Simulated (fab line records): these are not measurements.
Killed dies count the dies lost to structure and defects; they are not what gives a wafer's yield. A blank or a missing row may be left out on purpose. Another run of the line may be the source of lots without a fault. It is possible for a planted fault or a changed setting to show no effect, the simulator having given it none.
Chamber matching ; flow nand-harc ; rie-diel-03 running NHARC_A_STAIRCASE_TRIM_187: 4 sister chambers
The step chemistry O2, time 211.2 s. 16 wafers are shown with their chamber, then 8 later ones without.

== EACH WAFER AND ITS CHAMBER ==
wafer;chamber;showerhead-plenum-p-Torr (Torr);oes-product-au (a.u.);throttle-valve-pct (%)
L079.3;3;3.32;0.987;17.047
L079.4;1;3.68;1.010;17.036
L079.5;3;3.32;0.986;17.032
L080.1;2;3.76;1.000;17.036
L080.4;0;3.59;0.984;17.044
L080.5;2;3.76;1.009;17.041
L087.1;3;3.31;1.006;17.023
L087.2;2;3.75;0.992;17.050
L087.3;3;3.31;1.005;17.034
L089.3;3;3.31;0.993;17.036
L089.4;1;3.68;1.017;17.035
L089.6;3;3.31;0.995;17.035
L090.2;1;3.67;1.011;17.022
L090.4;2;3.75;0.996;17.042
L090.6;1;3.67;0.999;17.032
L092.1;2;3.75;0.994;17.024

SIGNATURES, as means of the wafers listed above
reading;chamber 0;chamber 1;chamber 2;chamber 3;scatter within a chamber
showerhead-plenum-p-Torr;3.5900;3.6750;3.7540;3.3133;0.00543
oes-product-au;0.98400;1.00925;0.99820;0.99533;0.00774
throttle-valve-pct;17.04400;17.03125;17.03860;17.03450;0.0081
Rule: distance of a wafer from a chamber = root of the sum over the readings of ((wafer's reading minus chamber's mean) / reading's scatter) squared. The wafer belongs to the nearest chamber; if the next one is less than 2 further off, it can't be placed. The scatter is the square root of a quotient: the sum, over the shown wafers, of each reading's squared deviation from its chamber's mean, divided by wafers minus chambers.

== WAFERS WITH NO CHAMBER GIVEN ==
wafer;showerhead-plenum-p-Torr (Torr);oes-product-au (a.u.);throttle-valve-pct (%)
L092.3;3.31;0.998;17.040
L092.4;3.67;1.017;17.021
L095.2;3.31;0.991;17.032
L095.5;3.74;0.991;17.041
L095.6;3.67;1.007;17.035
L094.3;3.67;0.993;17.046
L094.4;3.67;0.992;17.051
L094.5;3.74;0.989;17.042

== EACH ONE'S CHAMBER ==
wafer;from the rows above;in truth
L092.3;3;3
L092.4;1;1
L095.2;3;3
L095.5;2;2
L095.6;1;1
L094.3;1;1
L094.4;1;1
L094.5;2;2
8 of 8 placed correctly. Can't be placed from these rows: 0. Number placed wrongly: 0.
